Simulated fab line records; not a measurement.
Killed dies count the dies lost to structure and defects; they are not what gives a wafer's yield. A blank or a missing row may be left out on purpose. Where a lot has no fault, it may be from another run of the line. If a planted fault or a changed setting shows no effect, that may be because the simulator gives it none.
fab line records	flow n5Finfet
[record] lots = 7	wafers = 21	lastDay = 18
route steps=1938 shown BEOL_M13@1710 BEOL_M14@1716
lots untouched by any fault: they come from a run of this same line in which no faults occurred
startH: hours from the record's first day to the start of the lot's first wafer shown	waitH: hours since the lot's step before	" same as the row above	L1.1+2: several wafers, shown together as one row	- no value, or no start given	* or withheld: withheld	< > ~ a bound
route shown NAME@n: a module of which the file shows steps, and the number in the route of the first	usual: mean and standard deviation over wafers with no fault	same: alike in all rows	chamber/n: place in a boat	sites: the reading at each site	_std_site: standard deviation of those values	_edge_site: outer sites' mean less inner sites'	radiusMm: how far each site lies from the wafer's centre	mask NAME#n: copy n	behind: the tool/chamber that last shaped the wafer	hold: the reason the lot was held/the length of the hold in hours/how it ended	device: the n, p or np transistor that did not switch	end of line: at the end of the route, the tests of the same wafers	step lacking rows: just its recipe	killed: the dies lost at the first sort to structure and to defects; this is not the yield of the wafer	map: a wafer's dies, marking killed ones x, the rest . and places with no die _
set.NAME: the setting as run; set.NAME@STEP: as run at that earlier step	model.NAME: the simulator's own value behind a step, which no gauge read
a table for each step, a row for each wafer; lots at some steps of the route
services: a tool's chamber out of use, with start hour (startH, from the record's first day; less than 0 if before it), hours out, and reason
[[steps]]
[step N5_BEOL_M13_CMP_49]
[recipe] stopOn = SiOC	tOverpolishS = 17.1	downForcePsi = 1	platenRpm = 50	clearingPlatenDownForcePsi = 1.5	clearingPlatenRpm = 50	postCmpClean = cuAlkaline	targetThkNm = 420	clearingPlatenPadVelocityMS = 0.99484	padVelocityMS = 0.99484
[usual] barrierFieldEndpointS = 30.1/0.64	motorCurrentA = 6.0/0.72	overpolishRunS = 17.098/0.0091
lot.wafer	tool	chamber	startH	waitH	barrierFieldEndpointS	motorCurrentA	overpolishRunS
L921.2	cmp-04	3	267.37	0.3	30.7	5.8	17.096
L921.5	"	0	"	"	30.8	5.9	17.096
L921.6	"	1	"	"	30.7	6.0	17.101
L931.4	cmp-04	1	317.36	0.4	29.8	5.9	17.101
L931.5	"	3	"	"	29.9	6.0	17.106
L931.6	"	0	"	"	30.1	5.9	17.122
L930.3	cmp-04	0	326.71	0.2	30.9	5.9	17.118
L930.1	"	3	"	"	30.9	6.0	17.113
L930.5	"	0	"	"	30.3	5.7	17.102
L933.3	cmp-02	3	329.18	0.2	29.8	7.1	17.115
L933.2	"	1	"	"	29.3	5.5	17.106
L933.5	"	0	"	"	29.4	4.6	17.112
L932.3	cmp-04	1	332.15	0.2	31.1	6.1	17.083
L932.4	"	2	"	"	30.8	6.3	17.083
L932.5	"	0	"	"	30.6	5.7	17.103
L939.2	cmp-04	0	369.14	0.2	30.2	5.8	17.105
L939.5	"	3	"	"	31.1	6.0	17.096
L939.6	"	0	"	"	30.4	6.0	17.110
L942.1	cmp-01	2	393.76	0.4	30.3	5.3	17.098
L942.6	"	3	"	"	30.1	5.7	17.104
L942.5	"	0	"	"	31.0	6.5	17.094
[step N5_BEOL_M13_THK_MEAS_50]
[recipe] thkMeasGauge = xrf	reads = Cu_of_BEOL_M13_ECD_47
[usual] M13_THK = 413/6.2
lot.wafer	tool	chamber	startH	waitH	M13_THK[nm]
L921.2	filmMetro-01	-	267.55	-	419
L921.5	"	-	"	"	407
L921.6	"	-	"	"	419
L931.4	filmMetro-01	-	317.59	-	410
L931.5	"	-	"	"	420
L931.6	"	-	"	"	422
L930.1	filmMetro-01	-	327.01	-	414
L930.3	"	-	"	"	413
L930.5	"	-	"	"	416
L933.2	filmMetro-01	-	329.48	-	417
L933.3	"	-	"	"	412
L933.5	"	-	"	"	406
L932.3	filmMetro-02	-	332.41	-	413
L932.4	"	-	"	"	409
L932.5	"	-	"	"	406
L939.2	filmMetro-01	-	369.39	-	413
L939.5	"	-	"	"	416
L939.6	"	-	"	"	417
L942.1	filmMetro-01	-	393.94	-	414
L942.5	"	-	"	"	404
L942.6	"	-	"	"	413
[step N5_BEOL_M13_PRE_CLEAN_52]
[recipe] gas = NH3	timeS = 15	tempC = withheld	rfPowerW = 300
[step N5_BEOL_M13_DEP_53]
[recipe] material = SiCN	targetThkA = 500	tempC = withheld	precursor = 3MS/NH3	pressureTorr = 3	rfW = 675	timeS = 17.8
[usual] showerheadPlenumPTorr = 4.162/0.015	throttleValvePct = 17.9/1.2
lot.wafer	tool	chamber	startH	waitH	showerheadPlenumPTorr	throttleValvePct
L921.2	pecvd-01	2	267.61	0.0	4.171	16.3
L921.5	"	0	"	"	4.163	19.3
L921.6	"	1	"	"	4.157	18.9
L931.4	pecvd-03	1	317.66	0.0	4.161	19.8
L931.5	"	0	"	"	4.170	19.5
L931.6	"	2	"	"	4.166	18.3
L930.1	pecvd-01	1	327.07	0.0	4.159	18.7
L930.3	"	2	"	"	4.169	16.2
L930.5	"	2	"	"	4.165	16.3
L933.2	pecvd-04	2	329.54	0.0	4.151	16.6
L933.3	"	1	"	"	4.144	17.3
L933.5	"	2	"	"	4.155	16.7
L932.3	pecvd-03	1	332.47	0.0	4.156	20.0
L932.4	"	2	"	"	4.163	18.5
L932.5	"	0	"	"	4.157	19.2
L939.2	pecvd-04	0	369.45	0.0	4.183	16.3
L939.5	"	2	"	"	4.154	16.8
L939.6	"	1	"	"	4.133	17.4
L942.1	pecvd-01	0	394.00	0.0	4.166	19.3
L942.5	"	2	"	"	4.174	16.6
L942.6	"	1	"	"	4.160	18.8
[step N5_BEOL_M13_RS_MEAS_54]
[recipe] thkMeasGauge = four-point-probe	reads = Cu_of_BEOL_M13_ECD_47+Ta_of_BEOL_M13_SPUTTER_44+TaN_of_BEOL_M13_SPUTTER_43
[usual] M13_RS = 0.0447/0.00057
lot.wafer	tool	chamber	startH	waitH	M13_RS[ohm/sq]
L921.2	filmMetro-01	-	267.69	0.1	0.0442
L921.5	"	-	"	"	0.0451
L921.6	"	-	"	"	0.0440
L931.4	filmMetro-01	-	317.72	0.0	0.0455
L931.5	"	-	"	"	0.0442
L931.6	"	-	"	"	0.0441
L930.1	filmMetro-01	-	327.14	0.0	0.0440
L930.3	"	-	"	"	0.0443
L930.5	"	-	"	"	0.0439
L933.2	filmMetro-02	-	329.61	0.1	0.0440
L933.3	"	-	"	"	0.0441
L933.5	"	-	"	"	0.0448
L932.3	filmMetro-01	-	332.54	0.1	0.0445
L932.4	"	-	"	"	0.0448
L932.5	"	-	"	"	0.0450
L939.2	filmMetro-02	-	369.52	0.1	0.0448
L939.5	"	-	"	"	0.0443
L939.6	"	-	"	"	0.0441
L942.1	filmMetro-01	-	394.07	0.0	0.0447
L942.5	"	-	"	"	0.0454
L942.6	"	-	"	"	0.0448
[step N5_BEOL_M13_INSPECT_55]
[recipe] inspectInstrument = darkfield	mode = postDep
[usual] rawDefectCount = 71/25
lot.wafer	tool	chamber	startH	waitH	rawDefectCount
L921.2	defectInspect-02	-	267.72	0.0	64
L921.5	"	-	"	"	86
L921.6	"	-	"	"	75
L931.4	defectInspect-02	-	317.74	0.0	88
L931.5	"	-	"	"	97
L931.6	"	-	"	"	126
L930.1	defectInspect-01	-	327.16	0.0	90
L930.3	"	-	"	"	79
L930.5	"	-	"	"	53
L933.2	defectInspect-02	-	329.63	0.0	116
L933.3	"	-	"	"	107
L933.5	"	-	"	"	82
L932.3	defectInspect-01	-	332.56	0.0	44
L932.4	"	-	"	"	70
L932.5	"	-	"	"	70
L939.2	defectInspect-01	-	369.55	0.0	65
L939.5	"	-	"	"	60
L939.6	"	-	"	"	40
L942.1	defectInspect-01	-	394.09	0.0	86
L942.5	"	-	"	"	50
L942.6	"	-	"	"	70
[step N5_BEOL_M14_ILD_DEP_00]
[recipe] material = SiO2	targetThkA = 11193	tempC = 400	precursor = TEOS/O2	pressureTorr = 6.5	rfW = 900	teosFlowSccm = 161.4	gas = O2	flowSccm = 2650	timeS = 237.4
[usual] heaterPowerOuterW = 317/84	heaterPowerW = 590/140	showerheadPlenumPTorr = 8.349/0.026	throttleValvePct = 18.5/1.1
lot.wafer	tool	chamber	startH	waitH	heaterPowerOuterW	heaterPowerW	showerheadPlenumPTorr	throttleValvePct
L921.2	pecvd-02	1	267.75	0.0	390	721	8.343	18.6
L921.5	"	2	"	"	275	441	8.338	17.1
L921.6	"	1	"	"	283	574	8.351	18.8
L931.4	pecvd-02	2	317.86	0.1	285	459	8.324	17.3
L931.5	"	1	"	"	291	551	8.314	18.8
L931.6	"	0	"	"	284	556	8.378	18.7
L930.1	pecvd-04	1	327.20	0.0	355	784	8.288	18.3
L930.3	"	2	"	"	326	590	8.314	17.0
L930.5	"	2	"	"	380	657	8.355	17.1
L933.2	pecvd-02	2	329.67	0.0	291	467	8.371	17.3
L933.3	"	0	"	"	291	534	8.355	18.4
L933.5	"	1	"	"	283	564	8.347	18.6
L932.3	pecvd-04	2	332.60	0.0	319	579	8.314	17.2
L932.4	"	0	"	"	314	572	8.385	17.3
L932.5	"	2	"	"	390	659	8.339	17.6
L939.2	pecvd-04	0	369.58	0.0	400	695	8.385	17.4
L939.5	"	2	"	"	396	692	8.324	17.3
L939.6	"	0	"	"	433	765	8.390	17.2
L942.1	pecvd-03	0	394.13	0.0	185	421	8.374	20.0
L942.5	"	2	"	"	335	598	8.342	18.9
L942.6	"	0	"	"	120	329	8.356	19.9
[step N5_BEOL_M14_THK_MEAS_01]
[recipe] reads = SiO2_of_BEOL_M14_ILD_DEP_00
[usual] M14_ILD_THK = 1119/16
lot.wafer	tool	chamber	startH	waitH	M14_ILD_THK[nm]
L921.2	filmMetro-01	-	267.94	0.1	1128
L921.5	"	-	"	"	1118
L921.6	"	-	"	"	1141
L931.4	filmMetro-01	-	317.97	0.0	1117
L931.5	"	-	"	"	1144
L931.6	"	-	"	"	1138
L930.1	filmMetro-01	-	327.39	0.1	1118
L930.3	"	-	"	"	1132
L930.5	"	-	"	"	1154
L933.2	filmMetro-01	-	329.86	0.1	1084
L933.3	"	-	"	"	1114
L933.5	"	-	"	"	1143
L932.3	filmMetro-01	-	332.79	0.1	1135
L932.4	"	-	"	"	1126
L932.5	"	-	"	"	1151
L939.2	filmMetro-02	-	369.77	0.1	1094
L939.5	"	-	"	"	1130
L939.6	"	-	"	"	1131
L942.1	filmMetro-01	-	394.40	0.2	1112
L942.5	"	-	"	"	1122
L942.6	"	-	"	"	1119
[step N5_BEOL_M14_COAT_58]
[recipe] resist = BARC	tempC = 205	timeS = 60	spinRpm = 1500	resistThkNm = 89
[step N5_BEOL_M14_COAT_04]
[recipe] spinRpm = 1704	resistThkNm = 800
[step N5_BEOL_M14_EBR_06]
[recipe] solvent = PGMEA	ebrWidthMm = 1.5
[step N5_BEOL_M14_SOFTBAKE_05]
[recipe] tempC = 130	timeS = 60
[step N5_BEOL_M14_EXPOSE_07]
[recipe] maskId = V13	na = 0.8	sourceShape = annular	sigmaInner = 0.5	sigmaOuter = 0.8	polarization = unpolarized	attpsmPhaseDeg = 180	doseMj = 57
[usual] exposureDoseMJCm2 = 56.97/0.052	focusOffsetNm = 0.1/0.54	sigmaInner = 0.5/0	sigmaOuter = 0.8/0
lot.wafer	tool	chamber	startH	waitH	mask	exposureDoseMJCm2	focusOffsetNm	sigmaInner	sigmaOuter
L921.2	krfScanner-02	0	268.21	-	V13#0	57.00	-0.3	0.5	0.8
L921.5	"	0	"	"	V13#0	56.98	-0.7	0.5	0.8
L921.6	"	0	"	"	V13#0	56.98	-0.3	0.5	0.8
L931.4	krfScanner-01	0	318.24	-	V13#0	56.95	-1.2	0.5	0.8
L931.5	"	0	"	"	V13#0	57.03	-0.4	0.5	0.8
L931.6	"	0	"	"	V13#0	56.96	-0.3	0.5	0.8
L930.1	krfScanner-02	-	327.65	-	V13#0	-	-	-	-
L930.3	"	-	"	"	V13#0	-	-	-	-
L930.5	"	-	"	"	V13#0	-	-	-	-
L933.2	krfScanner-02	-	330.00	-	V13#0	-	-	-	-
L933.3	"	-	"	"	V13#0	-	-	-	-
L933.5	"	-	"	"	V13#0	-	-	-	-
L932.3	krfScanner-02	-	332.93	-	V13#0	-	-	-	-
L932.4	"	-	"	"	V13#0	-	-	-	-
L932.5	"	-	"	"	V13#0	-	-	-	-
L939.2	krfScanner-02	0	370.04	-	V13#0	56.93	0.0	0.5	0.8
L939.5	"	0	"	"	V13#0	56.88	-0.5	0.5	0.8
L939.6	"	0	"	"	V13#0	56.88	-0.9	0.5	0.8
L942.1	krfScanner-02	0	394.53	-	V13#0	56.90	-0.2	0.5	0.8
L942.5	"	0	"	"	V13#0	57.03	0.1	0.5	0.8
L942.6	"	0	"	"	V13#0	56.98	1.1	0.5	0.8
[step N5_BEOL_M14_PEB_08]
[recipe] pebTempC = 130	pebTimeS = 90
[[services]]
tool	chamber	startH	hours	kind
cmp-02	-	245.13	5.6	repair
cmp-01	-	246.46	1.2	repair
cmp-01	-	250.04	15.5	pm
cmp-02	-	262.98	0.3	repair
cmp-02	-	275.49	1.8	repair
pecvd-03	1	280.50	2.5	repair
cmp-04	-	292.04	4.0	pm
krfScanner-01	-	301.17	0.5	repair
cmp-01	-	303.96	3.1	repair
cmp-01	-	316.49	4.0	pm
krfScanner-02	-	320.11	0.8	pm
cmp-01	-	325.97	1.0	repair
krfScanner-01	-	335.24	4.0	pm
cmp-02	-	341.26	5.8	pm
cmp-04	-	352.73	5.7	pm
cmp-02	-	357.16	3.5	repair
krfScanner-02	-	359.05	1.3	pm
cmp-04	-	361.04	1.5	repair
krfScanner-02	-	361.65	1.0	pm
cmp-02	-	363.14	3.4	repair
krfScanner-01	-	363.57	1.3	repair
cmp-04	-	371.75	3.4	repair
krfScanner-02	-	373.34	0.3	repair
krfScanner-02	-	384.79	0.6	repair
[[key]]
[firstSign] step = N5_BEOL_M14_EXPOSE_07	reading = toolRecord	direction = missing
effect none on later readings
metAt N5_BEOL_M14_EXPOSE_07
struckWafers L930.1,L930.3,L930.5,L932.3,L932.4,L932.5,L933.2,L933.3,L933.5
laterRowsLeftOut L930.1,L930.3,L930.5,L932.3,L932.4,L932.5,L933.2,L933.3,L933.5
sortLeftOut L930.1,L930.3,L930.5,L932.3,L932.4,L932.5,L933.2,L933.3,L933.5
onsetBetween 268.21 327.65
[fault] kind = skippedStepWhole	tool = krfScanner-02	chamber = -	onsetH = 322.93	steps = N5_BEOL_M14_EXPOSE_07	scope = struckLotsOnly
// sortLeftOut: the simulated sort isn't trusted on such a fault, so these wafers' sort isn't shown, and their yield isn't known
// laterRowsLeftOut: the simulator's readings of these wafers behind a module that went badly wrong aren't trusted and aren't shown, but for the sort
